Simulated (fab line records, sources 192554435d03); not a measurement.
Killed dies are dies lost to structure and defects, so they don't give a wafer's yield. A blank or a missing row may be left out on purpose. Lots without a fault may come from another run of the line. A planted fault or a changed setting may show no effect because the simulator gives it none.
fab line records | flow n5_finfet | part 1 of 2: steps 1 to 4 of 6
record lots=21 wafers=63 last_day=18
route steps=1938 shown MOL_CONTACT_COAG@580 BEOL_M0_SAQP@634
lots that met no fault: from a run of the same line without faults
start_h: hours from the record's first day to the start of the lot's first wafer shown | wait_h: hours since the lot's step before | " the same as in the row above | L1.1+2: a row that stands for several wafers | - no value, or no start given | * or withheld: withheld | < > ~ a bound
route shown NAME@n: a module of which the file shows steps, and the number in the route of the first | usual: mean/standard deviation of fault-free wafers | same: alike in all rows | chamber/n: place in a boat | sites: the reading at each site | _std_site: their standard deviation | _edge_site: outer sites' mean less inner sites' | radius_mm: how far each site lies from the wafer's centre | mask NAME#n: copy n | behind: the tool/chamber that last shaped the wafer | hold: why the lot was held/for how many hours/how that ended | device: the transistor (n, p or np) that didn't switch | end of line: the same wafers' tests at the end of the route | a step without rows: its recipe alone | killed: dies lost to structure and defects at the first sort, not the wafer's yield | map: a wafer's dies, x killed, . not, _ none there
set.NAME: the setting as run; set.NAME@STEP: as run at that earlier step | model.NAME: the simulator's own value behind a step, which no gauge read
steps of the route over a sample of lots; a table a step, a row a wafer
services: from which hour (start_h, from the record's first day; less than 0 if before it) a tool's chamber was out of use, for how many hours, and why
## steps
# step N5_MOL_CONTACT_COAG_ETCHBACK_132
# recipe chemistry=CHF3 target=SiO2 target_depth_a=100 time_s=6.7 ion_energy_ev=200 pressure_mtorr=30 source_w=610 bias_w=170 Ar_flow_sccm=200 CHF3_flow_sccm=50
# usual chamber_pressure_mTorr=30.000/0.025 drypump_motor_current_A=5.8/0.47 oes_product_au=0.78/0.085 rf_vpp_V=532/9.2 showerhead_plenum_p_Torr=2.44/0.047 throttle_valve_pct=18.64/0.18
# columns lot.wafer tool chamber start_h wait_h chamber_pressure_mTorr drypump_motor_current_A oes_product_au rf_hours_counter_h rf_vpp_V showerhead_plenum_p_Torr throttle_valve_pct
L074.4 rie_diel-05 1 103.52 0.1 29.966 6.1 0.71 169 532 2.47 18.82
L074.5 " 2 " " 30.011 5.9 0.73 - 546 2.48 18.51
L074.6 " 3 " " 30.010 6.1 0.73 - 518 2.46 18.70
L075.2 rie_diel-01 3 108.73 0.1 30.031 5.7 0.92 18 529 2.44 18.92
L075.3 " 1 " " 29.999 6.1 0.78 116 550 2.48 18.44
L075.4 " 2 " " 30.005 5.9 0.69 222 537 2.44 18.52
L076.2 rie_diel-01 0 109.66 0.2 29.950 5.5 0.70 222 530 2.44 18.74
L076.3 " 3 " " 30.013 5.8 0.91 19 530 2.44 18.89
L076.6 " 1 " " 30.005 6.1 0.78 - 548 2.48 18.45
L077.1 rie_diel-01 0 118.86 0.1 29.977 5.5 0.69 225 530 2.44 18.74
L077.2 " 3 " " 30.013 5.7 0.92 22 531 2.43 18.91
L077.4 " 2 " " 30.022 5.8 0.69 226 537 2.44 18.55
L078.1 rie_diel-05 2 130.46 0.8 30.008 5.9 0.73 195 547 2.48 18.55
L078.2 " 3 " " 29.995 6.1 0.71 183 518 2.46 18.71
L078.4 " 0 " " 30.017 5.6 0.76 146 527 2.47 18.64
L079.1 rie_diel-05 0 132.68 0.1 30.003 5.6 0.76 147 526 2.47 18.63
L079.4 " 1 " " 30.040 6.0 0.70 181 532 2.47 18.84
L079.5 " 3 " " 30.020 6.1 0.73 - 517 2.46 18.70
L080.2 rie_diel-05 0 137.42 0.5 29.987 5.6 0.77 149 526 2.47 18.63
L080.4 " 2 " " 29.991 5.9 0.74 199 544 2.48 18.56
L080.5 " 3 " " 29.957 6.1 0.72 - 517 2.46 18.71
L081.3 rie_diel-05 0 143.71 0.1 29.952 5.5 0.77 151 527 2.47 18.65
L081.5 " 0 " " 29.965 5.5 0.77 - 527 2.47 18.65
L081.6 " 2 " " 29.991 5.9 0.72 - 546 2.48 18.54
L082.2 rie_diel-04 0 154.73 0.1 30.032 6.7 0.87 45 527 2.51 18.35
L082.3 " 3 " " 29.938 4.9 0.83 79 534 2.32 18.76
L082.6 " 0 " " 29.975 6.7 0.87 - 528 2.51 18.34
L084.4 rie_diel-04 3 166.17 0.4 30.016 4.9 0.84 - 535 2.31 18.80
L084.5 " 2 " " 30.015 4.9 0.94 - 525 2.43 18.67
L084.6 " 0 " " 30.042 6.7 0.87 - 528 2.50 18.35
L085.3 rie_diel-04 3 169.01 0.1 30.010 4.9 0.83 88 534 2.31 18.80
L085.5 " 2 " " 30.005 5.0 0.92 - 524 2.43 18.66
L085.6 " 0 " " 29.979 6.7 0.86 - 526 2.50 18.36
L086.1 rie_diel-05 1 173.72 0.2 29.996 6.1 0.68 197 533 2.46 18.84
L086.3 " 3 " " 29.981 6.1 0.70 197 516 2.46 18.74
L086.5 " 1 " " 30.001 6.1 0.69 - 532 2.46 18.85
L087.1 rie_diel-04 2 192.85 0.2 29.989 5.0 0.91 22 524 2.42 18.69
L087.3 " 3 " " 29.977 4.9 0.82 95 535 2.31 18.82
L087.4 " 1 " " 30.010 5.7 0.78 124 517 2.39 18.53
L089.1 rie_diel-04 2 197.83 0.1 30.023 5.0 0.91 25 524 2.42 18.68
L089.2 " 1 " " 29.980 5.7 0.78 126 516 2.39 18.55
L089.4 " 0 " " 30.020 6.7 0.85 62 526 2.50 18.37
L090.3 rie_diel-05 3 198.48 0.1 30.006 6.1 0.70 205 516 2.45 18.74
L090.4 " 0 " " 29.993 5.5 0.75 - 527 2.46 18.66
L090.5 " 3 " " 30.008 6.1 0.70 - 516 2.45 18.74
L092.3 rie_diel-01 1 215.82 0.2 29.983 6.1 0.75 - 549 2.46 18.51
L092.4 " 0 " " 29.988 5.5 0.66 - 531 2.43 18.80
L092.5 " 1 " " 29.966 6.0 0.75 - 547 2.46 18.52
L093.1 rie_diel-01 0 225.26 0.1 29.994 5.5 0.67 261 530 2.43 18.80
L093.4 " 2 " " 29.996 5.9 0.99 - 535 2.43 18.21
L093.6 " 0 " " 29.991 5.5 0.67 - 529 2.43 18.81
L094.1 rie_diel-01 2 226.20 0.1 30.009 5.8 0.98 4 537 2.43 18.19
L094.5 " 2 " " 30.040 5.9 0.97 - 536 2.43 18.20
L094.6 " 0 " " 30.016 5.5 0.67 - 529 2.43 18.82
L095.3 rie_diel-04 3 231.66 0.1 29.984 4.9 0.81 110 535 2.31 18.83
L095.4 " 0 " " 30.011 6.7 0.84 74 526 2.50 18.39
L095.5 " 2 " " 30.018 5.0 0.88 - 523 2.42 18.71
L096.1 rie_diel-01 2 232.80 0.2 29.970 5.8 0.96 7 537 2.43 18.20
L096.3 " 1 " " 30.008 6.1 0.75 157 548 2.46 18.53
L096.6 " 2 " " 30.032 5.8 0.97 - 538 2.43 18.19
L097.1 rie_diel-04 0 237.70 0.1 30.020 6.7 0.84 76 527 2.49 18.38
L097.2 " 3 " " 29.955 4.9 0.81 112 533 2.30 18.83
L097.4 " 1 " " 30.031 5.7 0.76 141 515 2.38 18.57
# step N5_MOL_CONTACT_COAG_ETCHBACK_135
# recipe chemistry=CHF3 target=SiO2 target_depth_a=250 time_s=16.7 ion_energy_ev=200 pressure_mtorr=30 source_w=610 bias_w=170 Ar_flow_sccm=200 CHF3_flow_sccm=50
# usual chamber_pressure_mTorr=30.001/0.029 drypump_motor_current_A=5.8/0.47 oes_product_au=0.78/0.085 rf_vpp_V=532/9 showerhead_plenum_p_Torr=2.44/0.047 throttle_valve_pct=18.64/0.18
# columns lot.wafer tool chamber start_h wait_h chamber_pressure_mTorr drypump_motor_current_A oes_product_au rf_hours_counter_h rf_vpp_V showerhead_plenum_p_Torr throttle_valve_pct
L074.4 rie_diel-05 1 103.64 0.0 29.971 6.1 0.71 169 532 2.47 18.81
L074.5 " 2 " " 29.973 5.9 0.74 - 545 2.48 18.51
L074.6 " 3 " " 30.013 6.1 0.73 - 518 2.46 18.67
L075.2 rie_diel-01 3 108.85 0.0 30.015 5.7 0.91 18 531 2.44 18.90
L075.3 " 1 " " 30.012 6.0 0.78 117 548 2.48 18.46
L075.4 " 2 " " 29.974 5.8 0.70 222 538 2.44 18.56
L076.2 rie_diel-01 0 109.79 0.0 29.961 5.5 0.69 222 530 2.44 18.75
L076.3 " 3 " " 29.979 5.7 0.91 19 529 2.44 18.91
L076.6 " 1 " " 29.963 6.1 0.77 - 547 2.48 18.46
L077.1 rie_diel-01 0 118.98 0.0 29.988 5.5 0.69 225 528 2.44 18.77
L077.2 " 3 " " 29.969 5.7 0.91 22 531 2.43 18.91
L077.4 " 2 " " 29.974 5.8 0.69 226 536 2.44 18.54
L078.1 rie_diel-05 2 130.59 0.0 29.998 5.9 0.74 195 546 2.48 18.54
L078.2 " 3 " " 30.024 6.1 0.72 183 517 2.46 18.69
L078.4 " 0 " " 30.044 5.6 0.78 146 525 2.47 18.63
L079.1 rie_diel-05 0 132.81 0.0 30.047 5.6 0.77 147 528 2.47 18.64
L079.4 " 1 " " 29.970 6.1 0.70 181 533 2.47 18.83
L079.5 " 3 " " 30.071 6.1 0.71 - 517 2.46 18.72
L080.2 rie_diel-05 0 137.55 0.0 29.988 5.6 0.76 149 527 2.47 18.65
L080.4 " 2 " " 30.006 5.9 0.72 199 545 2.48 18.55
L080.5 " 3 " " 30.042 6.1 0.71 - 517 2.46 18.72
L081.3 rie_diel-05 0 143.84 0.0 30.004 5.6 0.76 151 527 2.47 18.64
L081.5 " 0 " " 30.054 5.6 0.76 - 526 2.47 18.64
L081.6 " 2 " " 30.025 5.9 0.73 - 544 2.48 18.54
L082.2 rie_diel-04 0 154.86 0.0 29.929 6.7 0.88 45 527 2.51 18.34
L082.3 " 3 " " 30.024 4.9 0.83 79 534 2.32 18.79
L082.6 " 0 " " 29.993 6.7 0.87 - 528 2.51 18.33
L084.4 rie_diel-04 3 166.29 0.0 29.998 4.9 0.84 - 535 2.31 18.81
L084.5 " 2 " " 29.962 5.0 0.93 - 524 2.43 18.66
L084.6 " 0 " " 30.051 6.7 0.86 - 527 2.50 18.36
L085.3 rie_diel-04 3 169.13 0.0 29.946 4.9 0.83 88 535 2.31 18.81
L085.5 " 2 " " 29.970 5.0 0.94 - 525 2.43 18.66
L085.6 " 0 " " 30.016 6.7 0.87 - 528 2.50 18.35
L086.1 rie_diel-05 1 173.84 0.0 29.977 6.0 0.68 197 531 2.46 18.87
L086.3 " 3 " " 29.944 6.1 0.71 197 517 2.45 18.72
L086.5 " 1 " " 30.023 6.1 0.68 - 532 2.46 18.86
L087.1 rie_diel-04 2 192.97 0.0 30.035 5.0 0.91 22 524 2.42 18.72
L087.3 " 3 " " 30.027 4.9 0.83 95 532 2.31 18.82
L087.4 " 1 " " 29.988 5.7 0.78 124 519 2.39 18.55
L089.1 rie_diel-04 2 197.95 0.0 29.959 5.0 0.90 25 522 2.42 18.68
L089.2 " 1 " " 30.041 5.6 0.77 126 517 2.39 18.56
L089.4 " 0 " " 30.024 6.7 0.85 62 528 2.50 18.38
L090.3 rie_diel-05 3 198.60 0.0 30.001 6.1 0.69 205 519 2.45 18.73
L090.4 " 0 " " 29.988 5.6 0.75 - 526 2.46 18.68
L090.5 " 3 " " 30.019 6.1 0.71 - 518 2.45 18.74
L092.3 rie_diel-01 1 216.00 0.0 30.026 6.1 0.74 - 547 2.46 18.53
L092.4 " 0 " " 29.985 5.5 0.67 - 530 2.43 18.81
L092.5 " 1 " " 29.993 6.0 0.75 - 548 2.46 18.51
L093.1 rie_diel-01 0 225.39 0.0 30.094 5.5 0.67 261 529 2.43 18.81
L093.4 " 2 " " 30.005 5.9 0.98 - 536 2.43 18.21
L093.6 " 0 " " 30.054 5.5 0.67 - 529 2.43 18.82
L094.1 rie_diel-01 2 226.32 0.0 30.000 5.9 0.98 4 538 2.43 18.22
L094.5 " 2 " " 30.016 5.8 0.98 - 537 2.43 18.20
L094.6 " 0 " " 30.016 5.5 0.67 - 528 2.43 18.82
L095.3 rie_diel-04 3 231.78 0.0 29.992 4.9 0.82 110 535 2.31 18.84
L095.4 " 0 " " 30.038 6.7 0.84 74 528 2.50 18.39
L095.5 " 2 " " 30.021 5.0 0.88 - 525 2.42 18.71
L096.1 rie_diel-01 2 232.93 0.0 30.022 5.8 0.96 7 538 2.43 18.20
L096.3 " 1 " " 30.003 6.0 0.74 157 548 2.46 18.53
L096.6 " 2 " " 30.019 5.8 0.96 - 536 2.43 18.20
L097.1 rie_diel-04 0 237.82 0.0 30.032 6.7 0.84 76 527 2.49 18.40
L097.2 " 3 " " 30.017 4.9 0.81 112 533 2.30 18.83
L097.4 " 1 " " 30.035 5.7 0.76 141 518 2.38 18.58
# step N5_BEOL_M0_SAQP_HM_DEP_02
# recipe material=TiN target_thk_a=120 temp_c=25 chamber_pressure_pa=0.49996
# usual substrate_temp_c=24.98/0.1 susceptor_temp_C=25.02/0.11 throttle_valve_pct=29.9/1.1
# columns lot.wafer tool chamber start_h wait_h substrate_temp_c susceptor_temp_C throttle_valve_pct
L074.4 pvd_sputter-03 - 110.51 0.7 25.09 25.03 30.8
L074.5 " - " " 24.98 25.19 31.0
L074.6 " - " " 24.85 25.06 28.8
L075.2 pvd_sputter-01 - 114.93 0.0 24.98 24.76 30.6
L075.3 " - " " 24.85 24.98 31.0
L075.4 " - " " 24.97 25.03 30.2
L076.2 pvd_sputter-03 - 119.63 1.7 25.08 24.99 29.1
L076.3 " - " " 24.91 24.89 28.6
L076.6 " - " " 24.81 24.99 28.7
L077.1 pvd_sputter-03 - 126.81 1.4 24.92 24.76 28.8
L077.2 " - " " 25.09 25.05 28.9
L077.4 " - " " 24.95 25.14 29.4
L078.1 pvd_sputter-01 - 139.95 0.1 25.17 24.91 30.6
L078.2 " - " " 24.72 24.89 27.8
L078.4 " - " " 25.05 25.07 30.3
L079.1 pvd_sputter-03 - 143.17 0.4 24.92 25.02 29.0
L079.4 " - " " 25.03 25.17 28.7
L079.5 " - " " 25.04 25.12 30.6
L080.2 pvd_sputter-02 - 146.60 0.8 24.98 24.97 31.6
L080.4 " - " " 25.07 24.93 30.4
L080.5 " - " " 25.14 25.07 31.9
L081.3 pvd_sputter-02 - 149.67 0.0 24.85 25.06 31.5
L081.5 " - " " 24.99 25.17 30.5
L081.6 " - " " 25.01 25.16 29.7
L082.2 pvd_sputter-03 - 161.63 0.5 24.98 24.94 29.2
L082.3 " - " " 25.11 24.94 28.7
L082.6 " - " " 24.84 24.72 29.1
L084.4 pvd_sputter-01 - 176.82 3.1 24.94 25.17 30.7
L084.5 " - " " 25.01 25.07 27.9
L084.6 " - " " 24.99 24.86 30.8
L085.3 pvd_sputter-03 - 177.15 0.4 25.00 24.94 31.0
L085.5 " - " " 24.92 24.99 28.6
L085.6 " - " " 25.07 25.11 29.3
L086.1 pvd_sputter-03 - 180.16 0.4 24.80 25.03 30.7
L086.3 " - " " 25.27 25.04 29.2
L086.5 " - " " 25.14 25.05 29.6
L087.1 pvd_sputter-03 - 200.84 1.3 24.98 25.20 31.0
L087.3 " - " " 24.85 25.10 29.3
L087.4 " - " " 24.89 24.98 28.7
L089.1 pvd_sputter-02 - 206.25 2.2 24.97 25.04 30.8
L089.2 " - " " 25.05 24.92 29.8
L089.4 " - " " 24.83 25.22 31.8
L090.3 pvd_sputter-03 - 208.28 1.2 25.07 25.14 31.1
L090.4 " - " " 25.03 24.88 29.1
L090.5 " - " " 25.15 25.07 30.9
L092.3 pvd_sputter-01 - 223.46 1.1 24.79 24.89 30.2
L092.4 " - " " 24.98 24.86 30.7
L092.5 " - " " 25.02 24.97 27.8
L093.1 pvd_sputter-01 - 232.23 1.0 24.98 25.05 30.6
L093.4 " - " " 25.03 25.11 30.7
L093.6 " - " " 24.88 24.90 27.9
L094.1 pvd_sputter-02 - 236.12 1.9 25.08 25.15 30.7
L094.5 " - " " 24.94 24.84 29.7
L094.6 " - " " 25.07 24.86 31.5
L095.3 pvd_sputter-01 - 239.45 1.7 25.13 24.97 30.8
L095.4 " - " " 24.93 24.90 27.7
L095.5 " - " " 25.05 25.12 27.9
L096.1 pvd_sputter-03 - 242.25 1.4 24.97 25.02 28.7
L096.3 " - " " 25.01 24.95 29.3
L096.6 " - " " 24.85 25.10 29.3
L097.1 pvd_sputter-02 - 245.40 1.3 24.89 25.19 29.7
L097.2 " - " " 24.93 24.95 30.5
L097.4 " - " " 24.87 25.16 31.6
# step N5_BEOL_M0_SAQP_PECVD_03
# recipe material=SiCN target_thk_a=120 temp_c=withheld precursor=3MS/NH3 pressure_torr=3 rf_w=202 time_s=21.1
# usual chamber_pressure_Torr=3.000/0.0063 showerhead_plenum_p_Torr=3.666/0.014 throttle_valve_pct=9.0/0.58
# columns lot.wafer tool chamber start_h wait_h chamber_pressure_Torr showerhead_plenum_p_Torr since_wet_clean_h throttle_valve_pct
L074.4 pecvd-04 0 110.65 0.1 2.995 3.656 - 8.8
L074.5 " 1 " " 3.001 3.679 - 8.8
L074.6 " 2 " " 2.995 3.682 - 9.3
L075.2 pecvd-01 2 115.05 0.1 3.006 3.649 244 8.5
L075.3 " 1 " " 3.002 3.647 1725 9.3
L075.4 " 1 " " 3.004 3.652 - 9.3
L076.2 pecvd-04 2 119.75 0.1 3.001 3.680 2092 9.5
L076.3 " 0 " " 3.001 3.661 642 8.9
L076.6 " 0 " " 2.999 3.666 - 9.1
L077.1 pecvd-01 0 126.93 0.1 3.008 3.661 1012 9.3
L077.2 " 2 " " 2.995 3.632 256 8.4
L077.4 " 2 " " 3.001 3.651 - 8.8
L078.1 pecvd-04 2 140.07 0.1 3.004 3.685 2113 9.4
L078.2 " 1 " " 2.994 3.684 1388 8.7
L078.4 " 1 " " 3.007 3.685 - 8.9
L079.1 pecvd-04 0 143.29 0.1 2.999 3.665 666 9.2
L079.4 " 0 " " 3.004 3.654 - 8.9
L079.5 " 1 " " 3.008 3.678 - 8.7
L080.2 pecvd-01 1 146.72 0.1 2.991 3.658 1757 9.2
L080.4 " 0 " " 2.989 3.670 - 9.6
L080.5 " 2 " " 3.000 3.638 - 8.4
L081.3 pecvd-04 0 149.80 0.1 2.993 3.663 672 8.8
L081.5 " 0 " " 2.990 3.660 - 9.0
L081.6 " 2 " " 3.004 3.682 - 9.7
L082.2 pecvd-03 2 161.75 0.1 3.000 3.667 474 8.1
L082.3 " 0 " " 2.995 3.676 1228 10.1
L082.6 " 0 " " 3.001 3.672 - 10.1
L084.4 pecvd-01 2 176.96 0.1 2.998 3.646 - 8.5
L084.5 " 0 " " 2.996 3.660 - 9.6
L084.6 " 2 " " 2.990 3.648 - 8.5
L085.3 pecvd-04 0 177.27 0.1 3.000 3.665 700 8.9
L085.5 " 2 " " 2.992 3.677 - 9.5
L085.6 " 0 " " 3.008 3.668 - 9.0
L086.1 pecvd-03 0 180.28 0.1 3.003 3.679 1247 10.5
L086.3 " 1 " " 2.990 3.658 1972 8.7
L086.5 " 1 " " 2.999 3.666 - 9.0
L087.1 pecvd-01 1 200.96 0.1 2.994 3.657 1811 9.0
L087.3 " 2 " " 3.002 3.643 330 8.5
L087.4 " 0 " " 3.008 3.661 - 9.5
L089.1 pecvd-04 0 206.37 0.1 2.992 3.653 729 8.8
L089.2 " 1 " " 2.993 3.688 1454 9.0
L089.4 " 0 " " 2.996 3.665 - 8.9
L090.3 pecvd-01 0 208.40 0.1 2.999 3.659 1094 9.6
L090.4 " 2 " " 2.997 3.645 - 8.7
L090.5 " 0 " " 3.010 3.661 - 9.8
L092.3 pecvd-01 1 223.58 0.1 3.012 3.656 1834 9.5
L092.4 " 1 " " 3.004 3.652 - 9.3
L092.5 " 0 " " 2.991 3.658 - 9.8
L093.1 pecvd-03 2 232.36 0.1 3.005 3.682 545 8.1
L093.4 " 2 " " 3.014 3.673 - 8.1
L093.6 " 1 " " 2.994 3.665 - 8.8
L094.1 pecvd-04 2 236.24 0.1 3.001 3.684 5 8.7
L094.5 " 2 " " 3.005 3.682 - 8.7
L094.6 " 0 " " 2.998 3.669 - 9.0
L095.3 pecvd-04 0 239.58 0.1 3.002 3.667 762 9.0
L095.4 " 2 " " 2.994 3.680 - 8.4
L095.5 " 1 " " 3.001 3.677 - 8.9
L096.1 pecvd-01 2 242.37 0.1 3.007 3.637 371 8.9
L096.3 " 0 " " 3.007 3.669 1128 9.4
L096.6 " 1 " " 2.995 3.652 - 9.1
L097.1 pecvd-04 2 245.52 0.1 2.998 3.692 14 8.6
L097.2 " 0 " " 3.001 3.659 768 8.7
L097.4 " 0 " " 3.012 3.674 - 9.3
